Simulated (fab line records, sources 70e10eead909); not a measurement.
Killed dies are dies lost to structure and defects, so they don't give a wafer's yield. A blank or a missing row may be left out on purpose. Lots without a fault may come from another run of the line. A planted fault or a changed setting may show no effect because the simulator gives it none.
Chamber matching | flow nand_harc | NHARC_A_WL_FILL_STRIP_29 on rie_diel-08: 4 sister chambers
The step strips in O2, time 20 s. 8 wafers are shown with their chamber, then 7 later ones without.

WAFERS WITH THEIR CHAMBER
wafer  | chamber | oes_product_au (a.u.) | throttle_valve_pct (%)
L730.1 | 1       | 0.976                 | 17.037
L741.1 | 2       | 1.000                 | 17.037
L741.5 | 3       | 0.994                 | 17.042
L744.1 | 1       | 0.985                 | 17.038
L744.4 | 0       | 1.002                 | 17.032
L744.5 | 0       | 1.006                 | 17.035
L746.1 | 3       | 0.990                 | 17.056
L746.3 | 2       | 1.002                 | 17.019

WAFERS WITHOUT THEIR CHAMBER
wafer  | oes_product_au (a.u.) | throttle_valve_pct (%)
L746.4 | 0.999                 | 17.035
L749.3 | 0.983                 | 17.028
L749.4 | 1.006                 | 17.047
L749.6 | 1.001                 | 17.029
L750.1 | 0.977                 | 17.043
L750.2 | 0.995                 | 17.020
L750.6 | 1.003                 | 17.031

WHICH CHAMBER EACH WENT THROUGH
wafer  | from the rows above          | in truth
L746.4 | can't be placed: 2 or 0 or 3 | 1
L749.3 | 1                            | 1
L749.4 | can't be placed: 0 or 2 or 3 | 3
L749.6 | can't be placed: 2 or 0      | 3
L750.1 | 1                            | 1
L750.2 | can't be placed: 2 or 0 or 3 | 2
L750.6 | can't be placed: 0 or 2      | 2
Placed correctly: 2 of 7. Can't be placed from these rows: 5 (the true chamber is among the candidates in 3). Placed wrongly: 0.
How it was worked out, from the rows above alone: a wafer's distance from a chamber is the root of the sum, over the readings, of the square of ((its reading less the chamber's mean) divided by the reading's scatter). The wafer belongs to the nearest chamber; if the next one is less than 2 further off, it can't be placed. A chamber's mean is the mean of its shown wafers. The scatter: the root of (the sum of the squares of (reading less its chamber's mean) over the shown wafers, divided by (wafers less chambers)).
